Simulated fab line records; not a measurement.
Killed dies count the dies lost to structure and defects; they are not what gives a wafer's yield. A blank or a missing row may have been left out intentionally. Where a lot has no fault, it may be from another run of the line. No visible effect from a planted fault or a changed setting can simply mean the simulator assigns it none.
The tool behind it: which one?	flow nand_harc	11 lots, 33 wafers sampled, at 1 step of a route of 1302

WHAT EACH GAUGE READ, for each wafer
NHARC_A_BLC_INSPECT_12.
lot	measured	on	raw_defect_count
L645	day 22 19:50	defect_inspect-02	26 14 20
L646	day 23 20:18	defect_inspect-01	109 107 101
L647	day 23 21:01	defect_inspect-01	21 17 24
L648	day 24 09:16	defect_inspect-02	66 70 82
L654	day 27 05:14	defect_inspect-02	155 129 153
L655	day 27 08:45	defect_inspect-01	93 99 91
L656	day 27 10:31	defect_inspect-01	89 96 78
L657	day 28 03:40	defect_inspect-01	69 79 62
L662	day 30 07:29	defect_inspect-02	96 114 114
L664	day 31 07:19	defect_inspect-01	86 78 71
L666	day 31 13:52	defect_inspect-02	41 44 50

EACH LOT AND THE TOOL THAT RAN IT (in order: tool; ch and the chambers of the sampled wafers; start)
No process step before these readings appears in the record.

THE ANSWER, worked out from the rows above alone
Rule: what is usual is taken from the lots themselves. The widest of any qualifying gaps counts: lots, ordered by their means at a reading, are off when they make up no more than a third of the lots, leave a main group of 4 or more, and stand apart from it by 3 or more times the standard deviation of that group's means. The tables above print the reading to a certain number of digits; a main group whose means all agree to those digits is not used. A lot without any number at a reading at which 4 lots or more have one is off too. The other lots that the step has rows for count as sound.
Across all readings shown, no lot is off: no conclusion can be drawn from this.

WHAT HAD BEEN PUT IN BY THE SIMULATOR
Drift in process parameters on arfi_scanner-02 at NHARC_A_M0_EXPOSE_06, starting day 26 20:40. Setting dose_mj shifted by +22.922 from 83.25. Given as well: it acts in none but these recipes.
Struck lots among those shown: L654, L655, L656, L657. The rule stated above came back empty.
